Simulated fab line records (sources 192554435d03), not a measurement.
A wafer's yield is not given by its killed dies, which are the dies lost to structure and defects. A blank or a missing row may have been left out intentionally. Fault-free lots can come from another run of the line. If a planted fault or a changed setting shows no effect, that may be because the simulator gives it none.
A struck lot beside a sound one + flow n5-finfet + 34 steps out of a route of 1938
Sound: the wafers L511.2, L511.3, L511.6. Struck: wafers L512.2, L512.3, L512.6. At the end, the cause is stated.
For every step that has rows: the tool of each side, followed by ch and its chambers, followed by its first start. Under that, the readings that differ: sound wafers + struck wafers + difference of the means + sigmas: that difference in standard deviations of wafers without a fault.
alike: readings whose means differ by less than 2 such deviations, and words and numbers that are the same on both sides. not compared: withheld readings, readings that some wafer has no value for, bounds like >300 that may hide the same value, and numbers for which the record gives no deviation and whose values overlap.
A row with sigmas, a row that says differs or no value, or rows on one side alone: a step with any of these is where the two part. When numbers do not overlap yet have no deviation, they are printed without sigmas and do not part them. A reading missing from all wafers of one side parts the sides only when that side holds two or more wafers.

first, 9 steps without rows for these wafers: N5_BEOL_M8_DESCUM_33 (chemistry O2, time 7 s); N5_BEOL_M8_ETCH_72 (etches underlayer in N2/H2, target depth 6.5 nm, time 5.2 s); N5_BEOL_M8_ETCH_65 (etches SiARC in CF4, target depth 15.6 nm, time 26 s); N5_BEOL_M8_ETCH_66 (etches SOC in N2/H2, target depth 80 nm, overetch 16 nm, time 120 s); N5_BEOL_M8_STRIP_69 (strips in N2/H2); N5_BEOL_M8_STRIP_73 (strips in N2/H2); N5_BEOL_M8_VIA_ETCH_34 (etches SiCOH lowk in C4F6/O2, target depth 125.5 nm, time 50.5 s); N5_BEOL_M8_STRIP_76 (strips in C4F6/O2); N5_BEOL_M8_STRIP_36 (strips in N2/H2).
N5_BEOL_M8_TRENCH_ETCH_37: etches SiCOH lowk in C4F6/O2, target depth 93.478 nm, time 31.2 s.
  sound on rie-diel-01 ch 0,3, day 11 10:23; struck on rie-diel-01 ch 0,2,3, day 11 18:42
| reading    | sound             | struck            | difference | sigmas |
|------------|-------------------|-------------------|------------|--------|
| bias-w (W) | 184.6 183.2 183.7 | 185.2 185.7 185.7 | +1.7       | +3     |
  alike: C4F6_flow_sccm, drypump-motor-current-A, oes-product-au, rf-vpp-V, showerhead-plenum-p-Torr, throttle-valve-pct
  not compared: rf-hours-counter-h
then, 23 steps without rows for these wafers: N5_BEOL_M8_ETCH_41 (etches SiCN in CH3F/O2, target depth 31.9 nm, time 57.8 s); N5_BEOL_M8_STRIP_80 (strips in N2/H2, time 10 s); N5_BEOL_M8_HM_STRIP_39 (strips TiN in peroxide tin strip, target depth 25 nm, time 158 s); N5_BEOL_M8_SRD_40 (time 30 s); N5_BEOL_M8_PRECLEAN_42 (cleans in residue remover, time 60 s); N5_BEOL_M8_SRD_43 (time 30 s); N5_BEOL_M8_CURE_75 (cures SiCOH lowk, time 120 s); N5_BEOL_M8_DEGAS_44 (time 60 s); N5_BEOL_M8_PRE_CLEAN_45 (time 30 s); N5_BEOL_M8_ALD_77 (deposits TaN, target thk 2 nm, pulse time 2 s, purge time 3 s); N5_BEOL_M8_SURFACE_TREAT_79; N5_BEOL_M8_CVD_78 (deposits Co from CCTBA/H2, target thk 2 nm, time 142.3 s); N5_BEOL_M8_SPUTTER_48 (material Cu, target thk 10 nm, time 1.667 s); N5_BEOL_M8_ECD_50 (material Cu, target thk 300 nm); N5_BEOL_M8_ANNEAL_51 (time 90 s); N5_BEOL_M8_CMP_52 (polishes, stops on SiCOH lowk, t overpolish 6.9 s, target thk 80 nm); N5_BEOL_M8_PRE_CLEAN_55 (time 15 s); N5_BEOL_M8_DEP_56 (deposits SiCN from 3MS/NH3, target thk 10 nm, time 17.5 s); N5_BEOL_M9_ILD_DEP_00 (deposits SiCOH lowk from DEMS/porogen, target thk 308.51 nm, time 58 s); N5_BEOL_M9_CURE_71 (cures SiCOH lowk, time 240 s); N5_BEOL_M9_PECVD_70 (deposits SiO2 from TEOS/O2, target thk 20 nm, time 22.7 s); N5_BEOL_M9_HM_DEP_02 (deposits TiN, target thk 20 nm); N5_BEOL_M9_COAT_59 (time 60 s, resist thk 100 nm).
-- a jump in the record: the struck wafers' starts before and after are 3 days apart (it breaks off in module BEOL_M9 and resumes in module PASSIVATION, where the first step shown is number 1936 of the route) --
N5_PASSIVATION_PROBE_49:
  record: rows for the struck wafers here (prober-01, day 14 11:50), none for the sound ones

## WHERE THEY PART
Earliest at N5_BEOL_M8_TRENCH_ETCH_37; latest, in this record, at N5_PASSIVATION_PROBE_49.

WHY: whatever the simulator had introduced
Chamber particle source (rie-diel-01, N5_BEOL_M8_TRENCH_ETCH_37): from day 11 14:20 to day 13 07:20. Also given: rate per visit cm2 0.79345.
